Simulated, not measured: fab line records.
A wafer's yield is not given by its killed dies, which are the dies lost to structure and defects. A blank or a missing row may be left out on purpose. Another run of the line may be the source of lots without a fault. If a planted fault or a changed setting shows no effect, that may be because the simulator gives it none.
fab line records	flow n5_finfet	part 1 of 2: steps 1 to 18 of 24
record lots=5	wafers=15	last_day=17
route steps=1938 shown BEOL_M0_SAQP@646
lots untouched by any fault: they come from a run of this same line in which no faults occurred
start_h: the number of hours between the record's first day and the start of the first shown wafer of the lot	wait_h: hours since the lot's step before	" as in the row above	L1.1+2: a single row standing in for several wafers	- value missing, or start not given	* or withheld: withheld	< > ~ a bound
route shown NAME@n: a module of which the file shows steps, and the number in the route of the first	usual: mean/standard deviation of fault-free wafers	same: alike in all rows	chamber/n: place in a boat	sites: per-site readings	_std_site: how widely they spread, as a standard deviation	_edge_site: outer sites' mean less inner sites'	radius_mm: for every site, how far away it sits from the centre of the wafer	mask NAME#n: copy n	behind: tool/chamber where the wafer was last shaped	hold: the reason the lot was held/the length of the hold in hours/how it ended	device: whichever transistor did not switch (one of n, p or np)	end of line: the route-end tests of the same wafers	for a step that has no rows: nothing shown but its recipe	killed: dies that structure and defects cost at the first sort, which is not the same as the wafer's yield	map: a wafer's dies, x killed, . not, _ none there
set.NAME: the setting the step ran with; set.NAME@STEP: the setting that earlier step ran with	model.NAME: the simulator's own value behind a step, which no gauge read
lots at selected steps of the route; one table per step, one row per wafer
services: when a tool's chamber went out of use (start_h, in hours from the record's first day, below 0 if earlier), for how many hours, and the reason
## steps
# step N5_BEOL_M0_SAQP_EXPOSE_11
# recipe mask_id=M0_CORE	na=1.35	source_shape=dipole	sigma_inner=0.538	sigma_outer=0.738	polarization=te	target_cd_nm=42	dose_mj=55
# usual reticle_temp_C=23.02/0.11	stage_vel_mm_s=499.94/0.25
# same dipole_opening_deg=40
lot.wafer	tool	chamber	start_h	wait_h	mask	reticle_temp_C	stage_vel_mm_s
L078.1	arfi_scanner-03	0	129.73	-	M0_CORE#0	22.94	500.00
L078.2	"	0	"	"	M0_CORE#0	23.09	499.78
L078.4	"	0	"	"	M0_CORE#0	22.97	499.88
L081.2	arfi_scanner-01	0	152.87	-	M0_CORE#0	23.20	500.18
L081.4	"	0	"	"	M0_CORE#0	23.08	500.06
L081.6	"	0	"	"	M0_CORE#0	23.09	500.46
L084.1	arfi_scanner-03	0	164.09	-	M0_CORE#0	22.93	499.55
L084.4	"	0	"	"	M0_CORE#0	22.76	499.61
L084.5	"	0	"	"	M0_CORE#0	23.04	499.75
L094.1	arfi_scanner-01	0	230.47	-	M0_CORE#0	23.00	499.95
L094.4	"	0	"	"	M0_CORE#0	23.23	499.75
L094.6	"	0	"	"	M0_CORE#0	23.12	499.80
L097.4	arfi_scanner-01	0	257.28	-	M0_CORE#0	23.11	499.80
L097.5	"	0	"	"	M0_CORE#0	22.95	500.02
L097.6	"	0	"	"	M0_CORE#0	23.14	500.17
# step N5_BEOL_M0_SAQP_PEB_12
# recipe peb_temp_c=withheld	peb_time_s=60	resist=CAR-ArF
# usual resist_line_temp_C=23.00/0.098
lot.wafer	tool	chamber	start_h	wait_h	resist_line_temp_C
L078.1	litho_track-01	0	129.79	0.1	23.04
L078.2	"	0	"	"	22.97
L078.4	"	0	"	"	22.97
L081.2	litho_track-04	0	152.93	0.0	23.12
L081.4	"	0	"	"	23.05
L081.6	"	0	"	"	22.97
L084.1	litho_track-05	0	164.15	0.1	22.94
L084.4	"	0	"	"	22.96
L084.5	"	0	"	"	23.22
L094.1	litho_track-05	0	230.53	0.1	23.07
L094.4	"	0	"	"	23.01
L094.6	"	0	"	"	22.97
L097.4	litho_track-01	0	257.32	0.0	23.03
L097.5	"	0	"	"	23.11
L097.6	"	0	"	"	22.97
# step N5_BEOL_M0_SAQP_DEVELOP_13
# recipe develop_time_s=30	developer=TMAH	resist=CAR-ArF	dev_temp_c=23	rinse_liquid=diw	dry=air_spin
# usual developer_temp_C=23.01/0.1	resist_line_temp_C=23.00/0.12
lot.wafer	tool	chamber	start_h	wait_h	developer_temp_C	resist_line_temp_C
L078.1	litho_track-01	0	-	-	23.05	22.76
L078.2	"	0	"	"	23.00	22.89
L078.4	"	0	"	"	22.86	22.87
L081.2	litho_track-04	0	-	-	22.84	22.97
L081.4	"	0	"	"	22.86	22.93
L081.6	"	0	"	"	22.97	23.06
L084.1	litho_track-05	0	-	-	22.98	22.78
L084.4	"	0	"	"	23.14	22.91
L084.5	"	0	"	"	22.97	22.95
L094.1	litho_track-05	0	-	-	22.93	23.26
L094.4	"	0	"	"	22.91	23.05
L094.6	"	0	"	"	22.97	23.02
L097.4	litho_track-01	0	-	-	23.13	22.99
L097.5	"	0	"	"	23.15	23.09
L097.6	"	0	"	"	23.02	22.94
# step N5_BEOL_M0_SAQP_CD_MEAS_14
# recipe target_cd_nm=42.5	landing_energy_ev=500	detector=se_inlens
# usual cd_nm=42.54/0.27
lot.wafer	tool	chamber	start_h	wait_h	cd_nm
L078.1	cd_sem-03	0	129.85	-	42.83
L078.2	"	0	"	"	42.61
L078.4	"	0	"	"	42.23
L081.2	cd_sem-01	0	152.99	-	42.65
L081.4	"	0	"	"	42.49
L081.6	"	0	"	"	42.20
L084.1	cd_sem-02	0	164.21	-	42.35
L084.4	"	0	"	"	42.16
L084.5	"	0	"	"	42.61
L094.1	cd_sem-01	0	230.60	-	42.97
L094.4	"	0	"	"	42.17
L094.6	"	0	"	"	42.63
L097.4	cd_sem-02	0	257.39	-	42.66
L097.5	"	0	"	"	43.11
L097.6	"	0	"	"	42.33
# step N5_BEOL_M0_SAQP_OVL_MEAS_15
# recipe points_per_wafer=44
# usual M0_CORE_OVL=0.0/0.71
lot.wafer	tool	chamber	start_h	wait_h	M0_CORE_OVL[nm]
L078.1	overlay-01	0	129.88	0.0	-0.7
L078.2	"	0	"	"	-0.4
L078.4	"	0	"	"	0.0
L081.2	overlay-02	0	153.02	0.0	-0.5
L081.4	"	0	"	"	0.3
L081.6	"	0	"	"	-0.5
L084.1	overlay-02	0	164.24	0.0	0.6
L084.4	"	0	"	"	0.4
L084.5	"	0	"	"	-0.1
L094.1	overlay-01	0	230.63	0.0	1.3
L094.4	"	0	"	"	0.3
L094.6	"	0	"	"	-0.1
L097.4	overlay-02	0	257.42	0.0	0.6
L097.5	"	0	"	"	-0.2
L097.6	"	0	"	"	-0.2
# step N5_BEOL_M0_SAQP_INSPECT_16
# recipe mode=adi	inspect_instrument=brightfield
# usual raw_defect_count=511/130
lot.wafer	tool	chamber	start_h	wait_h	raw_defect_count
L078.1	defect_inspect-01	-	129.91	0.0	553
L078.2	"	-	"	"	743
L078.4	"	-	"	"	391
L081.2	defect_inspect-01	-	153.05	0.0	547
L081.4	"	-	"	"	453
L081.6	"	-	"	"	691
L084.1	defect_inspect-01	-	164.27	0.0	624
L084.4	"	-	"	"	557
L084.5	"	-	"	"	631
L094.1	defect_inspect-02	-	230.65	0.0	426
L094.4	"	-	"	"	421
L094.6	"	-	"	"	597
L097.4	defect_inspect-02	-	257.44	0.0	452
L097.5	"	-	"	"	423
L097.6	"	-	"	"	469
# step N5_BEOL_M0_SAQP_DESCUM_19
# recipe chemistry=O2	time_s=7.9	source_power_w=50	bias_power_w=20	pressure_mtorr=20	rf_frequency_hz=2.712e+07	temp_c=40	resist=CAR-ArF	o2_flow_sccm=225
# usual drypump_motor_current_A=5.6/0.44	oes_product_au=0.80/0.089	rf_vpp_V=243.5/1.5	showerhead_plenum_p_Torr=2.12/0.08	throttle_valve_pct=20.46/0.22
lot.wafer	tool	chamber	start_h	wait_h	drypump_motor_current_A	oes_product_au	rf_hours_counter_h	rf_vpp_V	showerhead_plenum_p_Torr	throttle_valve_pct
L078.1	rie_diel-04	1	129.94	0.0	5.7	0.86	56	242.9	2.04	20.13
L078.2	"	2	"	"	5.8	0.69	213	244.4	2.17	20.69
L078.4	"	1	"	"	5.7	0.86	-	241.9	2.04	20.11
L081.2	rie_diel-04	3	153.08	0.0	6.5	0.71	206	242.1	1.99	20.54
L081.4	"	2	"	"	5.8	0.70	219	243.1	2.16	20.68
L081.6	"	3	"	"	6.5	0.72	-	241.7	1.99	20.52
L084.1	rie_diel-01	1	164.41	0.1	6.0	0.87	26	245.3	2.23	19.98
L084.4	"	1	"	"	5.9	0.88	-	246.6	2.23	19.98
L084.5	"	3	"	"	5.4	0.89	-	244.4	2.13	20.36
L094.1	rie_diel-01	2	230.77	0.1	5.5	0.98	3	243.1	2.06	20.20
L094.4	"	1	"	"	6.0	0.84	49	246.2	2.22	20.01
L094.6	"	3	"	"	5.4	0.85	-	243.5	2.12	20.40
L097.4	rie_diel-03	1	257.48	0.0	6.0	0.84	69	242.8	2.12	20.42
L097.5	"	3	"	"	4.7	0.82	-	241.8	2.02	20.66
L097.6	"	2	"	"	5.4	0.80	-	244.3	2.20	20.80
# step N5_BEOL_M0_SAQP_ETCH_83
# recipe chemistry=CF4	target=SiARC	target_depth_a=390	mask_material=CAR-ArF	time_s=65	ion_energy_ev=80	pressure_mtorr=40	source_w=545	bias_w=36	Ar_flow_sccm=100	cf4_flow_sccm=100	ends=cleared
# usual cf4_flow_sccm=99.98/0.29	drypump_motor_current_A=5.6/0.43	etch_rf_on_time_s=64.6/0.99	oes_product_au=0.68/0.074	rf_vpp_V=184.3/1.2	showerhead_plenum_p_Torr=2.17/0.075	throttle_valve_pct=15.62/0.25
lot.wafer	tool	chamber	start_h	wait_h	cf4_flow_sccm	drypump_motor_current_A	etch_rf_on_time_s	oes_product_au	rf_hours_counter_h	rf_vpp_V	showerhead_plenum_p_Torr	throttle_valve_pct
L078.1	rie_diel-04	1	129.98	0.0	99.89	5.7	65.0	0.73	56	184.7	2.09	15.26
L078.2	"	2	"	"	99.47	5.8	64.1	0.60	213	184.9	2.20	15.86
L078.4	"	1	"	"	100.18	5.7	65.2	0.72	-	183.4	2.09	15.26
L081.2	rie_diel-04	3	153.12	0.0	100.30	6.5	63.8	0.62	206	182.5	2.04	15.72
L081.4	"	2	"	"	99.84	5.8	64.8	0.60	219	183.9	2.20	15.85
L081.6	"	3	"	"	99.98	6.5	64.1	0.62	-	182.8	2.04	15.71
L084.1	rie_diel-01	1	164.44	0.0	100.04	5.9	65.3	0.74	26	184.8	2.27	15.11
L084.4	"	1	"	"	99.73	5.9	65.3	0.75	-	186.3	2.27	15.12
L084.5	"	3	"	"	99.48	5.4	62.7	0.76	-	184.0	2.18	15.50
L094.1	rie_diel-01	2	230.80	0.0	100.13	5.5	64.2	0.83	3	182.0	2.11	15.34
L094.4	"	1	"	"	99.29	6.0	64.9	0.72	49	185.1	2.26	15.15
L094.6	"	3	"	"	100.58	5.4	62.1	0.74	-	183.9	2.17	15.53
L097.4	rie_diel-03	1	257.51	0.0	99.80	5.9	64.5	0.71	69	185.7	2.17	15.53
L097.5	"	3	"	"	99.63	4.7	64.9	0.70	-	183.7	2.08	15.76
L097.6	"	2	"	"	99.86	5.4	64.4	0.69	-	185.2	2.24	15.88
# step N5_BEOL_M0_SAQP_ETCH_84
# recipe chemistry=N2/H2	target=SOC	target_depth_a=1000	overetch_a=200	mask_material=SiARC	temp_c=40	time_s=150	ion_energy_ev=200	pressure_mtorr=30	source_w=840	bias_w=150	n2_flow_sccm=200	h2_flow_sccm=200
# usual drypump_motor_current_A=5.6/0.43	h2_flow_sccm=200.0/0.59	oes_product_au=0.71/0.074	rf_vpp_V=524.7/2.8	showerhead_plenum_p_Torr=2.57/0.094	throttle_valve_pct=17.83/0.22
lot.wafer	tool	chamber	start_h	wait_h	drypump_motor_current_A	h2_flow_sccm	oes_product_au	rf_hours_counter_h	rf_vpp_V	showerhead_plenum_p_Torr	throttle_valve_pct
L078.1	rie_diel-04	1	130.03	0.0	5.7	199.4	0.76	56	523.2	2.48	17.52
L078.2	"	2	"	"	5.8	200.3	0.63	213	525.1	2.61	17.99
L078.4	"	1	"	"	5.7	199.7	0.76	-	522.6	2.48	17.53
L081.2	rie_diel-04	3	153.17	0.0	6.5	200.4	0.65	206	521.1	2.41	17.86
L081.4	"	2	"	"	5.8	199.9	0.62	219	525.9	2.61	17.99
L081.6	"	3	"	"	6.5	199.5	0.65	-	521.0	2.41	17.88
L084.1	rie_diel-01	1	164.49	0.0	6.0	200.1	0.78	26	529.4	2.70	17.30
L084.4	"	1	"	"	6.0	199.0	0.79	-	529.2	2.70	17.30
L084.5	"	3	"	"	5.4	200.0	0.78	-	524.4	2.59	17.70
L094.1	rie_diel-01	2	230.85	0.0	5.5	199.7	0.87	3	522.2	2.50	17.63
L094.4	"	1	"	"	6.0	200.4	0.75	49	528.7	2.69	17.34
L094.6	"	3	"	"	5.4	199.0	0.76	-	524.5	2.58	17.73
L097.4	rie_diel-03	1	257.56	0.0	5.9	199.6	0.75	69	525.3	2.57	17.73
L097.5	"	3	"	"	4.8	200.0	0.74	-	521.4	2.47	18.00
L097.6	"	2	"	"	5.4	200.7	0.72	-	526.7	2.66	18.12
# step N5_BEOL_M0_SAQP_STRIP_80
# recipe chemistry=N2/H2	temp_c=40	n2_flow_sccm=200	h2_flow_sccm=200	rf_frequency_hz=6e+07
lot.wafer	tool	chamber	start_h	wait_h
L078.1+2+4	rie_diel-04	1,2,1	130.12	0.0
L081.2+4+6	rie_diel-04	3,2,3	153.26	0.0
L084.1+4+5	rie_diel-01	1,1,3	164.59	0.0
L094.1+4+6	rie_diel-01	2,1,3	230.95	0.0
L097.4+5+6	rie_diel-03	1,3,2	257.66	0.0
# step N5_BEOL_M0_SAQP_HM_OPEN_112
# recipe chemistry=CHF3/O2	target=SiO2	stop_on=a-Si	target_depth_a=120	over_etch_frac=1.25	mask_material=SOC	time_s=13.5	pressure_mtorr=30	source_w=650	bias_w=170	Ar_flow_sccm=200	CHF3_flow_sccm=50	O2_flow_sccm=5	ion_energy_ev=200	ends=end_point
# usual drypump_motor_current_A=5.6/0.44	oes_product_au=0.52/0.055	rf_vpp_V=525/5.5	showerhead_plenum_p_Torr=2.44/0.086	throttle_valve_pct=18.86/0.24
lot.wafer	tool	chamber	start_h	wait_h	drypump_motor_current_A	oes_product_au	rf_hours_counter_h	rf_vpp_V	showerhead_plenum_p_Torr	throttle_valve_pct
L078.1	rie_diel-04	1	130.13	0.0	5.7	0.55	56	526	2.35	18.46
L078.2	"	2	"	"	5.7	0.46	213	524	2.49	19.07
L078.4	"	1	"	"	5.7	0.55	-	528	2.35	18.43
L081.2	rie_diel-04	3	153.27	0.0	6.5	0.47	206	519	2.30	18.93
L081.4	"	2	"	"	5.7	0.45	219	522	2.48	19.06
L081.6	"	3	"	"	6.6	0.47	-	518	2.30	18.93
L084.1	rie_diel-01	1	164.60	0.0	6.0	0.57	26	533	2.55	18.32
L084.4	"	1	"	"	5.9	0.57	-	531	2.55	18.33
L084.5	"	3	"	"	5.4	0.58	-	531	2.45	18.76
L094.1	rie_diel-01	2	230.96	0.0	5.5	0.64	3	524	2.38	18.63
L094.4	"	1	"	"	5.9	0.55	49	531	2.54	18.36
L094.6	"	3	"	"	5.4	0.55	-	531	2.44	18.80
L097.4	rie_diel-03	1	257.67	0.0	5.9	0.54	69	520	2.44	18.79
L097.5	"	3	"	"	4.7	0.53	-	523	2.34	19.04
L097.6	"	2	"	"	5.4	0.52	-	521	2.52	19.13
# step N5_BEOL_M0_SAQP_STRIP_113
# recipe chemistry=CHF3/O2	resist=SiARC	rf_frequency_hz=6e+07
lot.wafer	tool	chamber	start_h	wait_h
L078.1+2+4	rie_diel-04	1,2,1	130.19	0.0
L081.2+4+6	rie_diel-04	3,2,3	153.32	0.0
L084.1+4+5	rie_diel-01	1,1,3	164.65	0.0
L094.1+4+6	rie_diel-01	2,1,3	231.01	0.0
L097.4+5+6	rie_diel-03	1,3,2	257.72	0.0
# step N5_BEOL_M0_SAQP_MANDREL_ETCH_20
# recipe target_depth_a=600	chemistry=HBr/Cl2	target=a-Si	stop_on=SiNx	bt_time_s=10	mask_material=SOC	over_etch_frac=0.5	time_s=30	pressure_mtorr=10	icp_w=800	bias_w=75	HBr_flow_sccm=150	Cl2_flow_sccm=80	ends=end_point
# usual drypump_motor_current_A=5.7/0.33	mfc_cl2_sccm=79.99/0.26	oes_product_au=0.774/0.011	throttle_valve_pct=35.47/0.28
lot.wafer	tool	chamber	start_h	wait_h	drypump_motor_current_A	mfc_cl2_sccm	oes_product_au	rf_hours_counter_h	throttle_valve_pct
L078.1	rie_si-06	0	130.22	0.0	5.9	80.57	0.760	190	35.36
L078.2	"	1	"	"	5.6	80.51	0.787	4	35.17
L078.4	"	3	"	"	5.5	80.04	0.767	120	35.73
L081.2	rie_si-06	1	153.36	0.0	5.6	80.07	0.779	4	35.16
L081.4	"	2	"	"	5.6	79.84	0.782	8	35.81
L081.6	"	2	"	"	5.6	80.21	0.785	-	35.80
L084.1	rie_si-06	2	164.68	0.0	5.5	79.83	0.768	8	35.81
L084.4	"	1	"	"	5.6	80.06	0.783	4	35.17
L084.5	"	3	"	"	5.5	79.96	0.744	-	35.74
L094.1	rie_si-02	3	231.04	0.0	5.9	80.00	0.770	37	35.09
L094.4	"	2	"	"	5.5	79.65	0.781	123	35.82
L094.6	"	0	"	"	6.4	79.84	0.785	-	35.20
L097.4	rie_si-06	0	257.75	0.0	5.9	80.55	0.780	1	35.43
L097.5	"	0	"	"	6.0	80.20	0.773	-	35.42
L097.6	"	3	"	"	5.5	79.89	0.759	-	35.74
# step N5_BEOL_M0_SAQP_STRIP_86
# recipe chemistry=N2/H2	power_w=500	temp_c=40	pressure_mtorr=50	rf_frequency_hz=6e+07	overash_fraction=0.3	bias_power_w=28	h2_frac=0.5	n2_flow_sccm=300	h2_flow_sccm=300
# usual drypump_motor_current_A=5.5/0.45	h2_flow_sccm=300.1/0.96	oes_product_au=0.81/0.078	rf_vpp_V=122.1/1.4	showerhead_plenum_p_Torr=3.39/0.12	throttle_valve_pct=18.92/0.21
lot.wafer	tool	chamber	start_h	wait_h	drypump_motor_current_A	h2_flow_sccm	oes_product_au	rf_hours_counter_h	rf_vpp_V	showerhead_plenum_p_Torr	throttle_valve_pct
L078.1	rie_diel-03	2	130.32	0.1	5.4	299.5	0.83	69	120.4	3.54	19.20
L078.2	"	3	"	"	4.8	300.8	0.88	35	121.5	3.29	18.86
L078.4	"	1	"	"	5.9	301.2	0.89	24	119.5	3.41	18.75
L081.2	rie_diel-03	1	153.45	0.1	6.0	301.0	0.90	32	119.9	3.41	18.76
L081.4	"	0	"	"	5.2	300.5	0.71	-	121.9	3.19	18.91
L081.6	"	3	"	"	4.8	300.1	0.87	-	120.2	3.28	18.89
L084.1	rie_diel-03	0	164.78	0.1	5.3	299.5	0.69	230	122.2	3.19	18.91
L084.4	"	1	"	"	5.9	299.8	0.87	36	122.5	3.41	18.78
L084.5	"	2	"	"	5.4	299.8	0.82	-	120.8	3.53	19.23
L094.1	rie_diel-03	3	231.14	0.1	4.8	300.9	0.83	70	121.4	3.27	18.92
L094.4	"	1	"	"	5.9	300.0	0.84	-	121.6	3.39	18.82
L094.6	"	3	"	"	4.7	300.3	0.84	-	123.2	3.27	18.91
L097.4	rie_diel-03	2	257.85	0.1	5.4	300.0	0.79	111	124.3	3.51	19.26
L097.5	"	2	"	"	5.4	299.6	0.80	-	122.1	3.51	19.24
L097.6	"	1	"	"	5.9	299.2	0.84	-	123.1	3.39	18.83
# step N5_BEOL_M0_SAQP_STRIP_115
# recipe chemistry=post_etch_residue_remover	time_s=60	temp_c=25	remover_ph=withheld	remover_water_wt_pct=withheld	remover_fluoride_wt_pct=withheld
lot.wafer	tool	chamber	start_h	wait_h
L078.1+2+4	wet_bench-02	4,2,3	130.38	-
L081.2+4+6	wet_bench-02	1,3,2	153.52	-
L084.1+4+5	wet_bench-02	2,6,3	164.85	-
L094.1+4+6	wet_bench-04	4,5,6	231.21	-
L097.4+5+6	wet_bench-06	5,7,2	257.92	-
# step N5_BEOL_M0_SAQP_SRD_93
# recipe dry=ipa_marangoni	time_s=30	temp_c=23	rinse_liquid=diw
lot.wafer	tool	chamber	start_h	wait_h
L078.1+2+4	wet_bench-02	4,2,3	130.40	0.0
L081.2+4+6	wet_bench-02	1,3,2	153.54	0.0
L084.1+4+5	wet_bench-02	2,6,3	164.87	0.0
L094.1+4+6	wet_bench-04	4,5,6	231.23	0.0
L097.4+5+6	wet_bench-06	5,7,2	257.94	0.0
# step N5_BEOL_M0_SAQP_RECESS_114
# recipe chemistry=HF/NH3	target=SiO2	target_depth_a=144	afs_cycles=3	temp_c=30	sublimation_temp_c=180	sublimation_time_s=60
# usual drypump_motor_current_A=6.1/0.58
lot.wafer	tool	chamber	start_h	wait_h	drypump_motor_current_A
L078.1	vapor_etch-01	1	130.70	0.3	6.8
L078.2	"	0	"	"	6.3
L078.4	"	0	"	"	6.3
L081.2	vapor_etch-02	1	153.59	0.0	6.1
L081.4	"	0	"	"	5.1
L081.6	"	0	"	"	5.1
L084.1	vapor_etch-01	1	164.91	0.0	6.8
L084.4	"	0	"	"	6.3
L084.5	"	1	"	"	6.8
L094.1	vapor_etch-01	0	231.27	0.0	6.2
L094.4	"	1	"	"	6.8
L094.6	"	1	"	"	6.8
L097.4	vapor_etch-02	1	258.10	0.1	6.1
L097.5	"	0	"	"	5.1
L097.6	"	1	"	"	6.1
# step N5_BEOL_M0_SAQP_SPACER1_ALD_98
# recipe material=SiO2	target_thk_a=128	temp_c=300	ald_precursor_family=BDEAS	ald_co_reactant=O2-plasma	pulse_time_s=1	purge_time_s=2	co_reactant_purge_time_s=2	ald_cycles=138	pressure_torr=2
# usual heater_power_w=513/39	precursor_pulse_height_rel=1.003/0.019	susceptor_temp_C=300.00/0.2
# same co_reactant_purge_time_s=2	purge_time_s=2
lot.wafer	tool	chamber	start_h	wait_h	heater_power_w	precursor_pulse_height_rel	susceptor_temp_C
L078.1	ald_sin-03	2	131.08	0.3	529	1.009	299.53
L078.2	"	1	"	"	525	1.002	300.13
L078.4	"	0	"	"	435	1.042	300.04
L081.2	ald_sin-04	1	154.63	0.9	487	1.024	300.00
L081.4	"	2	"	"	575	0.986	299.89
L081.6	"	3	"	"	469	0.991	299.93
L084.1	ald_sin-02	2	165.30	0.3	549	1.010	300.11
L084.4	"	3	"	"	511	0.983	300.18
L084.5	"	0	"	"	529	1.024	300.14
L094.1	ald_sin-04	0	231.66	0.3	578	0.996	300.28
L094.4	"	1	"	"	475	1.056	299.65
L094.6	"	0	"	"	559	1.000	300.27
L097.4	ald_sin-03	2	258.37	0.1	530	1.044	300.29
L097.5	"	3	"	"	472	0.983	300.13
L097.6	"	0	"	"	437	0.989	299.76
